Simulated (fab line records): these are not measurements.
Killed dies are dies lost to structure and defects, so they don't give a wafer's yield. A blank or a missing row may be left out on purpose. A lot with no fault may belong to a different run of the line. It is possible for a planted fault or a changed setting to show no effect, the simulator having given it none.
Tool commonality check / flow nand_harc / Lots sampled 11, wafers sampled 33

## WHY IT WAS OPENED
On 1 of the 11 lots, a flag is raised at NHARC_P_M2_INSPECT_11 on the reading raw_defect_count. Wafers without a fault read 4.0, standard deviation 2.3.
Rule: flag the lot when none of its wafers has a number, or when each of its wafers that has one lies beyond 4 standard deviations from that mean. As for the other lots, they are considered sound.

lot=L869; measured=day 6 10:50; on=defect_inspect-02; raw_defect_count, wafer by wafer=1 8 4; flag=
lot=L874; measured=day 7 16:31; on=defect_inspect-01; raw_defect_count, wafer by wafer=5 5 3; flag=
lot=L877; measured=day 8 05:42; on=defect_inspect-01; raw_defect_count, wafer by wafer=3 2 1; flag=
lot=L876; measured=day 8 10:41; on=defect_inspect-02; raw_defect_count, wafer by wafer=2 4 5; flag=
lot=L881; measured=day 9 11:30; on=defect_inspect-02; raw_defect_count, wafer by wafer=8 5 2; flag=
lot=L884; measured=day 10 02:11; on=defect_inspect-02; raw_defect_count, wafer by wafer=5 2 6; flag=
lot=L885; measured=day 10 08:19; on=defect_inspect-01; raw_defect_count, wafer by wafer=4 6 4; flag=
lot=L886; measured=day 10 08:50; on=defect_inspect-02; raw_defect_count, wafer by wafer=834 845 791; flag=FLAGGED
lot=L887; measured=day 10 16:01; on=defect_inspect-01; raw_defect_count, wafer by wafer=1 3 1; flag=
lot=L892; measured=day 11 19:09; on=defect_inspect-01; raw_defect_count, wafer by wafer=3 1 3; flag=
lot=L891; measured=day 11 22:04; on=defect_inspect-01; raw_defect_count, wafer by wafer=3 2 6; flag=
On average the flagged lots read 823.3, which is +819.3 against the usual, or +99 or more standard deviations.

## WHICH TOOL RAN EACH LOT
2 process steps preceding the reading are held in the record, out of 1159 steps in the route. Every cell lists first the tool, next ch and the chambers used by the sampled wafers, and last the start.
lot=L869; flag=; NHARC_P_M1_ANNEAL_31=rtp_anneal-02 ch 0, day 6 08:30; NHARC_P_M1_PRE_CLEAN_32=pecvd-02 ch 0,2, day 6 09:24
lot=L874; flag=; NHARC_P_M1_ANNEAL_31=rtp_anneal-02 ch 0, day 7 14:17; NHARC_P_M1_PRE_CLEAN_32=pecvd-03 ch 0,1,2, day 7 15:11
lot=L877; flag=; NHARC_P_M1_ANNEAL_31=rtp_anneal-01 ch 0, day 8 03:20; NHARC_P_M1_PRE_CLEAN_32=pecvd-02 ch 0,1,2, day 8 04:15
lot=L876; flag=; NHARC_P_M1_ANNEAL_31=rtp_anneal-01 ch 0, day 8 08:28; NHARC_P_M1_PRE_CLEAN_32=pecvd-02 ch 0,1, day 8 09:17
lot=L881; flag=; NHARC_P_M1_ANNEAL_31=rtp_anneal-02 ch 0, day 9 08:13; NHARC_P_M1_PRE_CLEAN_32=pecvd-02 ch 0,1, day 9 10:01
lot=L884; flag=; NHARC_P_M1_ANNEAL_31=rtp_anneal-01 ch 0, day 9 23:50; NHARC_P_M1_PRE_CLEAN_32=pecvd-03 ch 1,2, day 10 00:44
lot=L885; flag=; NHARC_P_M1_ANNEAL_31=rtp_anneal-02 ch 0, day 10 06:00; NHARC_P_M1_PRE_CLEAN_32=pecvd-02 ch 0,1,2, day 10 06:54
lot=L886; flag=FLAGGED; NHARC_P_M1_ANNEAL_31=rtp_anneal-01 ch 0, day 10 06:36; NHARC_P_M1_PRE_CLEAN_32=pecvd-02 ch 1,2, day 10 07:28
lot=L887; flag=; NHARC_P_M1_ANNEAL_31=rtp_anneal-01 ch 0, day 10 13:50; NHARC_P_M1_PRE_CLEAN_32=pecvd-04 ch 0,1, day 10 14:43
lot=L892; flag=; NHARC_P_M1_ANNEAL_31=rtp_anneal-01 ch 0, day 11 16:55; NHARC_P_M1_PRE_CLEAN_32=pecvd-04 ch 0,1, day 11 17:42
lot=L891; flag=; NHARC_P_M1_ANNEAL_31=rtp_anneal-02 ch 0, day 11 19:43; NHARC_P_M1_PRE_CLEAN_32=pecvd-03 ch 1,2, day 11 20:35
These steps, and what they do:
- NHARC_P_M1_ANNEAL_31: time 90 s.
- NHARC_P_M1_PRE_CLEAN_32: time 12 s.
- NHARC_P_M2_INSPECT_11

## FLAGGED AGAINST TOTAL, ONE TOOL AT A TIME (gauges that did the reading follow at the end)
step=NHARC_P_M1_ANNEAL_31; tool=rtp_anneal-01; lots run=6; flagged=1; share of the flagged lots=all; sound lots run after its first flagged lot=2 (L887,L892)
step=NHARC_P_M1_ANNEAL_31; tool=rtp_anneal-02; lots run=5; flagged=0; share of the flagged lots=none; sound lots run after its first flagged lot=-
step=NHARC_P_M1_PRE_CLEAN_32; tool=pecvd-02; lots run=6; flagged=1; share of the flagged lots=all; sound lots run after its first flagged lot=0
step=NHARC_P_M1_PRE_CLEAN_32; tool=pecvd-03; lots run=3; flagged=0; share of the flagged lots=none; sound lots run after its first flagged lot=-
step=NHARC_P_M1_PRE_CLEAN_32; tool=pecvd-04; lots run=2; flagged=0; share of the flagged lots=none; sound lots run after its first flagged lot=-
step=NHARC_P_M2_INSPECT_11; tool=defect_inspect-01; lots run=6; flagged=0; share of the flagged lots=none; sound lots run after its first flagged lot=-
step=NHARC_P_M2_INSPECT_11; tool=defect_inspect-02; lots run=5; flagged=1; share of the flagged lots=all; sound lots run after its first flagged lot=0

## WHAT IS ALLOWED BY THE TABLE
Rows of the table that ran every flagged lot, 3 in all: rtp_anneal-01 at NHARC_P_M1_ANNEAL_31, pecvd-02 at NHARC_P_M1_PRE_CLEAN_32, defect_inspect-02 at NHARC_P_M2_INSPECT_11.
- rtp_anneal-01 at NHARC_P_M1_ANNEAL_31 ran 6 lots, 1 of them flagged. Sound lots followed the first flagged one (L887, L892) on it, something a lasting fault affecting the whole tool could not allow.
- pecvd-02 at NHARC_P_M1_PRE_CLEAN_32 ran 6 lots, 1 of them flagged. A fault beginning between L885 (day 10 06:54), its last sound lot, and L886 (day 10 07:28), its first flagged one, fits the data.
- defect_inspect-02 at NHARC_P_M2_INSPECT_11 ran 5 lots, 1 of them flagged. A fault beginning between L884 (day 10 02:11), its last sound lot, and L886 (day 10 08:50), its first flagged one, fits the data.
Counting lots can't tell these 2 tools apart, because each fits a fault that began at some hour. More lots, or a look at what each step does to the wafer, might.

## WHAT THE SIMULATOR PUT IN
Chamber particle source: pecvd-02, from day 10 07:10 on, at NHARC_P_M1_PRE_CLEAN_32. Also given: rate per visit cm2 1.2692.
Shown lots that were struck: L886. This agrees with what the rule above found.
